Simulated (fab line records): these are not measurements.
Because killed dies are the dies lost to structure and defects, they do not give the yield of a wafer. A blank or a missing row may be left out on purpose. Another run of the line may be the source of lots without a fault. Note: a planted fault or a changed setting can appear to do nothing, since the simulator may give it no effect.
Matching of chambers -- flow nand_harc -- rie_diel-10 running NHARC_A_STAIRCASE_STRIP_476: 4 sister chambers
The step strips in O2, time 20 s. 33 wafers are shown with their chamber, then 12 later ones without.

== WAFERS WITH THEIR CHAMBER ==
wafer,chamber,drypump_motor_current_A (A),showerhead_plenum_p_Torr (Torr),oes_product_au (a.u.)
L074.2,3,6.05,3.40,1.012
L074.5,0,5.59,3.50,1.012
L074.6,3,6.03,3.40,1.012
L075.1,1,5.54,3.54,0.993
L075.2,3,6.03,3.39,1.016
L075.5,0,5.62,3.50,1.005
L076.1,0,5.60,3.50,1.001
L076.3,1,5.50,3.54,0.997
L076.4,2,5.33,3.26,1.005
L081.1,2,5.36,3.80,1.010
L081.2,1,5.58,3.52,0.997
L081.3,0,5.59,3.49,1.004
L081.4,3,6.04,3.38,0.999
L081.5,1,5.54,3.52,0.999
L081.6,0,5.60,3.49,1.016
L083.2,1,5.56,3.52,1.007
L083.5,1,5.55,3.52,1.006
L083.6,0,5.62,3.49,1.019
L082.1,3,6.05,3.38,1.012
L082.2,1,5.59,3.52,1.001
L082.3,0,5.61,3.49,1.016
L082.4,2,5.34,3.80,0.992
L082.5,2,5.38,3.80,1.002
L082.6,3,6.04,3.38,1.013
L084.1,3,6.04,3.38,1.005
L084.3,2,5.34,3.80,1.013
L084.5,2,5.34,3.80,1.008
L085.1,2,5.32,3.79,1.015
L085.2,1,5.51,3.52,0.999
L085.6,1,5.52,3.52,0.997
L088.1,3,6.04,3.37,1.006
L088.3,1,5.58,3.51,1.002
L088.6,2,5.36,3.79,1.002

SIGNATURES, as means of the wafers listed above
reading,chamber 0,chamber 1,chamber 2,chamber 3,scatter within a chamber
drypump_motor_current_A,5.6043,5.5470,5.3463,6.0400,0.0208
showerhead_plenum_p_Torr,3.4943,3.5230,3.7300,3.3850,0.0937
oes_product_au,1.01043,0.99980,1.00588,1.00937,0.00605
Rule: a wafer lies at a distance from a chamber equal to the root of the sum of squares, over the readings, of (its reading less the chamber's mean, divided by the reading's scatter). If the next closest chamber is less than 2 further off than the closest, the wafer can't be placed; otherwise it belongs to the closest. The scatter: take each reading less its chamber's mean, square it, sum over the shown wafers, divide by the number of wafers less the number of chambers, and take the root.

== WAFERS WITH NO CHAMBER GIVEN ==
wafer,drypump_motor_current_A (A),showerhead_plenum_p_Torr (Torr),oes_product_au (a.u.)
L089.1,5.61,3.48,1.009
L089.2,5.56,3.51,1.005
L089.3,5.30,3.79,0.995
L089.4,6.04,3.37,1.009
L089.5,5.54,3.51,0.994
L089.6,5.60,3.48,1.006
L087.1,6.06,3.37,1.020
L087.3,5.31,3.79,1.006
L087.5,5.59,3.48,1.007
L096.1,6.05,3.36,0.997
L096.4,5.55,3.50,0.991
L096.6,5.52,3.50,0.986

== THE CHAMBER EACH PASSED THROUGH ==
wafer,from the rows above,in truth
L089.1,0,0
L089.2,can't be placed: 1 or 0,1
L089.3,2,2
L089.4,3,3
L089.5,1,1
L089.6,0,0
L087.1,3,3
L087.3,2,2
L087.5,can't be placed: 0 or 1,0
L096.1,3,3
L096.4,1,1
L096.6,1,1
10 of 12 placed correctly. Cannot be placed on the basis of these rows: 2; the candidates contain the true chamber in 2. Placed wrongly: 0.
